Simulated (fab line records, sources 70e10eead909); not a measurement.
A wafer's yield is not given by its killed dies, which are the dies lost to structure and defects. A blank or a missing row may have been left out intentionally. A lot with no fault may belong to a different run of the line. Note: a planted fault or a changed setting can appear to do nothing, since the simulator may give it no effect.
Chamber matching	flow nand harc	NHARC_P_CONTACT_STRIP_28 on rie diel-12: 4 sister chambers
The step strips in O2. 8 wafers are shown with their chamber, then 8 later ones without.

WAFERS, EACH WITH ITS CHAMBER
wafer	chamber	showerhead plenum p Torr (Torr)	drypump motor current A (A)
L075.6	3	3.52	4.9
L077.2	3	3.52	4.8
L079.1	0	3.64	5.7
L084.5	1	3.69	5.6
L088.2	0	3.63	5.7
L088.4	2	3.41	6.1
L088.5	2	3.41	6.1
L087.1	1	3.69	5.6

WAFERS MISSING THEIR CHAMBER
wafer	showerhead plenum p Torr (Torr)	drypump motor current A (A)
L087.4	3.63	5.7
L087.5	3.63	5.7
L092.2	3.63	5.7
L092.3	3.69	5.6
L092.6	3.63	5.7
L094.2	3.40	6.1
L094.3	3.69	5.6
L094.4	3.52	4.8

WHICH CHAMBER EACH WENT THROUGH
wafer	from the rows above	in truth
L087.4	0	0
L087.5	0	0
L092.2	0	0
L092.3	1	1
L092.6	0	0
L094.2	2	2
L094.3	1	1
L094.4	3	3
Correct placement for 8 of the 8. Number that these rows cannot place: 0. Number placed wrongly: 0.
How it was worked out, from the rows above alone: a wafer's distance from a chamber is the root of the sum, over the readings, of the square of ((its reading less the chamber's mean) divided by the reading's scatter). If the next closest chamber is less than 2 further off than the closest, the wafer can't be placed; otherwise it belongs to the closest. A chamber's mean is the mean of its shown wafers. The scatter: the root of (the sum of the squares of (reading less its chamber's mean) over the shown wafers, divided by (wafers less chambers)).
